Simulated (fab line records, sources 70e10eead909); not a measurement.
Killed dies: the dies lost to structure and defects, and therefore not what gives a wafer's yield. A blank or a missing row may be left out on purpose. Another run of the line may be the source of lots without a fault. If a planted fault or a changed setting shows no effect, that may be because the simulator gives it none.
Tool commonality check / flow nand_harc / 2 lots and 6 wafers in the sample

## THE REASON FOR OPENING IT
On 2 of the 2 lots, a flag is raised at NHARC_END_SORT_01 on the reading killed_at_array. Wafers without a fault read 27, standard deviation 10.
Rule: a lot gets a flag if all its wafers with a number sit over 4 standard deviations from that mean, or if no wafer of it has a number. The rest of the lots are taken to be sound.

lot=L185; measured=day 22 18:57; on=prober-01; killed_at_array, wafer by wafer=677 677 676; flag=FLAGGED
lot=L186; measured=day 23 15:56; on=prober-01; killed_at_array, wafer by wafer=676 673 673; flag=FLAGGED
On average the flagged lots' numbers are 675, which is +648 against the usual, or +65 standard deviations.

## WHICH TOOL EACH LOT WENT THROUGH
The record holds 4 process steps before the reading, out of a route of 1159 steps. Read each cell as the tool, then ch plus the chambers that the sampled wafers visited, then the start.
lot=L185; flag=FLAGGED; NHARC_A_STAIRCASE_TRIM_200=rie_diel-10 ch 0,1,3, day 14 23:14 or earlier; NHARC_A_STAIRCASE_ETCH_223=rie_diel-10 ch 0,2, day 14 23:14 or earlier; NHARC_A_STAIRCASE_TRIM_229=rie_diel-11 ch 1,2,3, day 14 23:14; NHARC_A_STAIRCASE_ETCH_236=rie_diel-11 ch 0,1,2, day 15 00:58
lot=L186; flag=FLAGGED; NHARC_A_STAIRCASE_TRIM_200=rie_diel-13 ch 0,1, day 15 15:01 or earlier; NHARC_A_STAIRCASE_ETCH_223=rie_diel-11 ch 0,3, day 15 15:01 or earlier; NHARC_A_STAIRCASE_TRIM_229=rie_diel-11 ch 0,3, day 15 15:01; NHARC_A_STAIRCASE_ETCH_236=rie_diel-11 ch 1,2, day 15 15:53
What is done by these steps:
- NHARC_A_STAIRCASE_TRIM_200: chemistry O2, time 211.2 s.
- NHARC_A_STAIRCASE_ETCH_223: etches the open film in C4F8/O2, target depth 100 nm, time 40.5 s.
- NHARC_A_STAIRCASE_TRIM_229: chemistry O2, time 211.2 s.
- NHARC_A_STAIRCASE_ETCH_236: etches the open film in C4F8/O2, target depth 100 nm, time 40.5 s.
- NHARC_END_SORT_01

## FLAGGED AGAINST TOTAL, ONE TOOL AT A TIME (gauges that did the reading follow at the end)
step=NHARC_A_STAIRCASE_TRIM_200; tool=rie_diel-10; lots run=1; flagged=1; share of the flagged lots=some; sound lots run after its first flagged lot=0
step=NHARC_A_STAIRCASE_TRIM_200; tool=rie_diel-13; lots run=1; flagged=1; share of the flagged lots=some; sound lots run after its first flagged lot=0
step=NHARC_A_STAIRCASE_ETCH_223; tool=rie_diel-10; lots run=1; flagged=1; share of the flagged lots=some; sound lots run after its first flagged lot=0
step=NHARC_A_STAIRCASE_ETCH_223; tool=rie_diel-11; lots run=1; flagged=1; share of the flagged lots=some; sound lots run after its first flagged lot=0
step=NHARC_A_STAIRCASE_TRIM_229; tool=rie_diel-11; lots run=2; flagged=2; share of the flagged lots=all; sound lots run after its first flagged lot=0
step=NHARC_A_STAIRCASE_ETCH_236; tool=rie_diel-11; lots run=2; flagged=2; share of the flagged lots=all; sound lots run after its first flagged lot=0
step=NHARC_END_SORT_01; tool=prober-01; lots run=2; flagged=2; share of the flagged lots=all; sound lots run after its first flagged lot=0
Because NHARC_A_STAIRCASE_TRIM_200 lacks a start for some lots, the hours and order of its lots are taken from NHARC_A_STAIRCASE_TRIM_229. Because NHARC_A_STAIRCASE_ETCH_223 lacks a start for some lots, the hours and order of its lots are taken from NHARC_A_STAIRCASE_TRIM_229.

## WHAT IS ALLOWED BY THE TABLE
rie_diel-11 at NHARC_A_STAIRCASE_TRIM_229, rie_diel-11 at NHARC_A_STAIRCASE_ETCH_236 and prober-01 at NHARC_END_SORT_01: these 3 rows of the table ran every flagged lot.
- rie_diel-11 at NHARC_A_STAIRCASE_TRIM_229 ran 2 lots, 2 of them flagged. No sound lot ran on it before its first flagged lot in this sample; the start therefore can't be narrowed down.
- rie_diel-11 at NHARC_A_STAIRCASE_ETCH_236 ran 2 lots, 2 of them flagged. No sound lot ran on it before its first flagged lot in this sample; the start therefore can't be narrowed down. Its own readings (oes_product_au) fall more than 4 standard deviations out on all wafers of the flagged lots.
- prober-01 at NHARC_END_SORT_01 ran 2 lots, 2 of them flagged. No sound lot ran on it before its first flagged lot in this sample; the start therefore can't be narrowed down.
These 2 tools cannot be told apart by counting lots, since each of them fits a fault that started at some hour. More lots, or a look at what each step does to the wafer, might.

## WHAT WAS PUT IN BY THE SIMULATOR
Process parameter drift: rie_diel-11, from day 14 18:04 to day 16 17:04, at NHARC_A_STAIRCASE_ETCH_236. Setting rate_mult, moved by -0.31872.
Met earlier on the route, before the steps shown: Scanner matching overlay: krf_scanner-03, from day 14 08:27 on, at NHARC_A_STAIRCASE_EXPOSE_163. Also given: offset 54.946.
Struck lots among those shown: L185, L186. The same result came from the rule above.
